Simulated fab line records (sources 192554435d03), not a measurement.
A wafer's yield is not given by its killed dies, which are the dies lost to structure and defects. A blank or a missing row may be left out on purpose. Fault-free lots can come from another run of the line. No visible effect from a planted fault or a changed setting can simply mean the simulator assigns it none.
Chamber matching    flow n5_finfet    uv_cure-03 running N5_BEOL_M6_CURE_74: 3 sister chambers
The step cures SiCOH lowk, time 240 s. 3 wafers are shown with their chamber, then 8 later ones without.

EACH WAFER AND ITS CHAMBER
wafer   chamber  wafer_temp_C_max
L083.6  2        386.8
L089.6  1        386.6
L091.2  0        386.6

WAFERS WITH NO CHAMBER GIVEN
wafer   wafer_temp_C_max
L091.3  386.1
L091.4  386.5
L092.2  387.3
L092.4  386.7
L092.5  386.9
L096.2  386.3
L096.4  386.3
L096.6  386.8

THE CHAMBER EACH PASSED THROUGH
wafer   from the rows above           in truth
L091.3  can't be placed: 0 or 1 or 2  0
L091.4  can't be placed: 0 or 1 or 2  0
L092.2  can't be placed: 2 or 0 or 1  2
L092.4  can't be placed: 0 or 1 or 2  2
L092.5  can't be placed: 2 or 0 or 1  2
L096.2  can't be placed: 0 or 1 or 2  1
L096.4  can't be placed: 0 or 1 or 2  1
L096.6  can't be placed: 2 or 0 or 1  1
Correct placement for 0 of the 8. Unplaceable from these rows: 8, with the true chamber sitting among the candidates in 8. 0 placed wrongly.
How it was worked out, from the rows above alone: a wafer's distance from a chamber is the root of the sum, over the readings, of the square of ((its reading less the chamber's mean) divided by the reading's scatter). The wafer belongs to the nearest chamber; if the next one is less than 2 further off, it can't be placed. The mean given for a chamber averages the wafers shown for that chamber. The scatter (one wafer shown for each chamber): square how far every hidden wafer sits from the nearest shown wafer, average those squares and take the square root.
